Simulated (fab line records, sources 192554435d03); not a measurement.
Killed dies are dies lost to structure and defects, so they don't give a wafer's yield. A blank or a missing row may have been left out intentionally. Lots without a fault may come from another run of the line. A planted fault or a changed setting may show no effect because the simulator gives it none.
Struck lot and sound lot, side by side || flow n5Finfet || 37 out of 1938 route steps
Sound: the wafers L190.1, L190.5, L190.6. Struck: wafers L205.2, L205.5 (left out: L205.1, a lot-mate that was not struck); the cause follows at the end.
Each step with rows lists, per side, the tool, then ch with its chambers, then its first start. Under that, the readings that differ: sound wafers || struck wafers || difference of the means || sigmas: that difference in standard deviations of wafers without a fault.
alike: readings with means less than 2 such deviations apart, plus words and numbers identical on both sides. not compared: withheld readings, readings lacking a value on some wafer, bounds such as >300 that could conceal the same value, and numbers that have no deviation in the record and whose values overlap.
Wherever a step has rows on one side only, a row that says differs or no value, or a row with sigmas, the two part there. Numbers that don't overlap but have no deviation are shown without sigmas and don't part them. A reading that every wafer of one side lacks parts them only if that side has two wafers or more.

first, 12 steps without rows for these wafers: N5_STI_FIN_REVEAL_PRECLEAN_25 (cleans in SPM, time 90 s); N5_STI_FIN_REVEAL_PRECLEAN_26 (cleans in SC1, time 45 s); N5_STI_FIN_REVEAL_PRECLEAN_29 (cleans in DHF, time 30 s); N5_STI_FIN_REVEAL_SRD_12 (time 30 s); N5_STI_FIN_REVEAL_RECESS_09 (chemistry HF/NH3, target SiO2, afs cycles 11, target depth 42.5 nm, sublimation time 60 s); N5_STI_FIN_REVEAL_STRIP_16 (strips SiNx in H3PO4, target depth 23.8 nm); N5_STI_FIN_REVEAL_PRECLEAN_17 (cleans in NF3:NH3, afs cycles 1, time 20 s, sublimation time 60 s); N5_STI_FIN_REVEAL_ETCH_34 (etches Si in H2, material Si, target depth 0.97 nm); N5_STI_FIN_REVEAL_OXIDATION_31 (chemistry O2 PLASMA REMOTE, time 20 s); N5_STI_FIN_REVEAL_PRECLEAN_32 (cleans in NF3:NH3, afs cycles 1, time 20 s, sublimation time 60 s); N5_STI_FIN_REVEAL_STRIP_35 (strips Si3N4 in H3PO4, target depth 4 nm, time 39 s); N5_STI_FIN_REVEAL_SRD_21 (time 30 s).
N5_STI_FIN_REVEAL_OXIDATION_33: chemistry O2 PLASMA REMOTE, time 20 s.
  sound on plasmaAsher-01 ch 0,1, day 2 18:55; struck on plasmaAsher-01 ch 0,1, day 6 12:32
  alike: drypumpMotorCurrentA, heaterPowerW, o2FlowSccm
  not compared: rfHoursCounterH
then, 22 steps without rows for these wafers: N5_STI_FIN_REVEAL_CLEAN_19 (cleans in O3/DIW, time 120 s); N5_STI_FIN_REVEAL_SRD_23 (time 30 s); N5_STI_FIN_REVEAL_PRECLEAN_18 (cleans in SC2, time 45 s); N5_STI_FIN_REVEAL_SRD_28 (time 30 s); N5_DUMMY_GATE_PRECLEAN_00 (cleans in O3/DIW, time 60 s); N5_DUMMY_GATE_SRD_01 (time 30 s); N5_DUMMY_GATE_ALD_02 (deposits SiO2, target thk 2 nm, pulse time 1 s); N5_DUMMY_GATE_CVD_03 (deposits a-Si from SiH4, target thk 150 nm, time 8042 s); N5_DUMMY_GATE_PRECLEAN_46 (cleans in DIW, time 89.5 s); N5_DUMMY_GATE_SRD_47 (dry time 32 s); N5_DUMMY_GATE_CMP_04 (polishes a-Si); N5_DUMMY_GATE_HM_DEP_06 (deposits SiNx from DCS/NH3, target thk 80 nm, time 5141 s); N5_DUMMY_GATE_PECVD_30 (deposits SiO2 from TEOS/O2, target thk 55 nm, time 10.8 s); N5_DUMMY_GATE_COAT_34 (time 60 s, resist thk 60 nm); N5_DUMMY_GATE_COAT_35 (time 60 s, resist thk 10 nm); N5_DUMMY_GATE_COAT_28 (time 60 s, resist thk 10 nm); N5_DUMMY_GATE_COAT_09 (resist thk 30 nm); N5_DUMMY_GATE_EBR_11; N5_DUMMY_GATE_SOFTBAKE_10 (time 60 s); N5_DUMMY_GATE_EXPOSE_12 (exposes mask GATE, target cd 25 nm); N5_DUMMY_GATE_PEB_13 (peb time 60 s); N5_DUMMY_GATE_DEVELOP_14 (develop time 30 s).
-- here the record skips 8 days between the struck wafers' starts before and after, leaving off in module DUMMY_GATE and picking up in module BEOL_M4 (first step shown: number 1111 of the route) --
N5_BEOL_M4_RC_MEAS_101:
  sound on prober-01 ch 0, day 12 07:42; struck on prober-01 ch 0, day 14 17:26
{"reading": "DIBL_N (mV/V)", "sound": "37.5 34.7 33.6", "struck": "40.4 39.4", "difference": "+4.6", "sigmas": "+2"}
{"reading": "IOFF_N (nA/um)", "sound": "0.19 0.13 0.12", "struck": "0.29 0.26", "difference": "+0.13", "sigmas": "+3"}
{"reading": "IOFF_N_LIN (nA/um)", "sound": "0.090 0.066 0.058", "struck": "0.131 0.118", "difference": "+0.053", "sigmas": "+3"}
{"reading": "IOFF_N_LONG (nA/um)", "sound": "5.57e-05 5.53e-05 5.65e-05", "struck": "6.31e-05 6.26e-05", "difference": "+7.02e-06", "sigmas": "+3"}
{"reading": "ION_N (uA/um)", "sound": "696 669 655", "struck": "712 703", "difference": "+34", "sigmas": "+2"}
{"reading": "VT_N (mV)", "sound": "245 248 253", "struck": "237 241", "difference": -10, "sigmas": -3}
{"reading": "VT_N_LVT (mV)", "sound": "96 103 105", "struck": "86 89", "difference": -14, "sigmas": -4}
  alike: DIBL_P, IOFF_P, ION_P, SS_N, SS_P, VT_P
-- record jumps: 5 days separate the struck wafers' starts on either side; left off in module BEOL_M4, taken up again in module PASSIVATION, whose first shown step is the route's number 1936 --
N5_PASSIVATION_PROBE_49:
  sound on prober-01 at day 16 10:29; struck on prober-01 at day 19 15:48
{"reading": "sort_bin_4_leakage (%)", "sound": "0 0 0", "struck": "0.59 0", "difference": "+0.29", "sigmas": "+6"}
  alike: defectLimitedYield, killed_at_M0_to_M3, killed_at_M4_up, killedAtContacts, killedAtFrontEnd, killedAtOther, killedDies, killedOpen, killedShort, sort_bin_5_function, sort_bin_6_memory, sortNPass, sortYieldPct

## WHERE THEY PART
Earliest at N5_BEOL_M4_RC_MEAS_101; latest, in this record, at N5_PASSIVATION_PROBE_49.

WHY: the cause the simulator had injected
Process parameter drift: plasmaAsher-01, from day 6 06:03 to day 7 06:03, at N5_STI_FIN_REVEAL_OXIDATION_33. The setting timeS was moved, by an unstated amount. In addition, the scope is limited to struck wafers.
